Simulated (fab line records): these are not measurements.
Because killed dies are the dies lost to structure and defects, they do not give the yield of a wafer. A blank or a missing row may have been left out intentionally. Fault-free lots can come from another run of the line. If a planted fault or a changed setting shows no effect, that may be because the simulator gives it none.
Chamber matching || flow n5_finfet || N5_BEOL_M0_SAQP_PECVD_96 on pecvd-02: 3 sister chambers
The step deposits a-Si from SiH4/He, target thk 45 nm, time 45.2 s. 6 wafers are shown with their chamber, then 8 later ones without.

## EACH WAFER AND ITS CHAMBER
{"wafer": "L078.1", "chamber": 1, "showerhead_plenum_p_Torr (Torr)": 5.65, "throttle_valve_pct (%)": 19.3}
{"wafer": "L078.5", "chamber": 1, "showerhead_plenum_p_Torr (Torr)": 5.64, "throttle_valve_pct (%)": 19.4}
{"wafer": "L082.6", "chamber": 0, "showerhead_plenum_p_Torr (Torr)": 5.56, "throttle_valve_pct (%)": 20.1}
{"wafer": "L086.5", "chamber": 2, "showerhead_plenum_p_Torr (Torr)": 5.70, "throttle_valve_pct (%)": 16.5}
{"wafer": "L086.6", "chamber": 0, "showerhead_plenum_p_Torr (Torr)": 5.58, "throttle_valve_pct (%)": 20.1}
{"wafer": "L093.1", "chamber": 2, "showerhead_plenum_p_Torr (Torr)": 5.70, "throttle_valve_pct (%)": 16.8}

## WAFERS WITHOUT THEIR CHAMBER
{"wafer": "L093.5", "showerhead_plenum_p_Torr (Torr)": 5.55, "throttle_valve_pct (%)": 20.1}
{"wafer": "L093.6", "showerhead_plenum_p_Torr (Torr)": 5.65, "throttle_valve_pct (%)": 19.2}
{"wafer": "L094.1", "showerhead_plenum_p_Torr (Torr)": 5.65, "throttle_valve_pct (%)": 19.4}
{"wafer": "L094.3", "showerhead_plenum_p_Torr (Torr)": 5.57, "throttle_valve_pct (%)": 19.7}
{"wafer": "L094.4", "showerhead_plenum_p_Torr (Torr)": 5.57, "throttle_valve_pct (%)": 19.9}
{"wafer": "L095.2", "showerhead_plenum_p_Torr (Torr)": 5.57, "throttle_valve_pct (%)": 19.8}
{"wafer": "L095.4", "showerhead_plenum_p_Torr (Torr)": 5.56, "throttle_valve_pct (%)": 19.8}
{"wafer": "L095.5", "showerhead_plenum_p_Torr (Torr)": 5.70, "throttle_valve_pct (%)": 16.7}

## THE CHAMBER EACH PASSED THROUGH
{"wafer": "L093.5", "from the rows above": 0, "in truth": 0}
{"wafer": "L093.6", "from the rows above": 1, "in truth": 1}
{"wafer": "L094.1", "from the rows above": 1, "in truth": 1}
{"wafer": "L094.3", "from the rows above": 0, "in truth": 0}
{"wafer": "L094.4", "from the rows above": 0, "in truth": 0}
{"wafer": "L095.2", "from the rows above": 0, "in truth": 0}
{"wafer": "L095.4", "from the rows above": 0, "in truth": 0}
{"wafer": "L095.5", "from the rows above": 2, "in truth": 2}
Correctly placed: 8 of 8. From these rows, 0 cannot be placed. 0 placed wrongly.
How it was worked out, from the rows above alone: a wafer's distance from a chamber is the root of the sum, over the readings, of the square of ((its reading less the chamber's mean) divided by the reading's scatter). The wafer belongs to the nearest chamber; if the next one is less than 2 further off, it can't be placed. Each chamber's mean is taken over the wafers shown for it. The scatter is the square root of a quotient: the sum, over the shown wafers, of each reading's squared deviation from its chamber's mean, divided by wafers minus chambers.
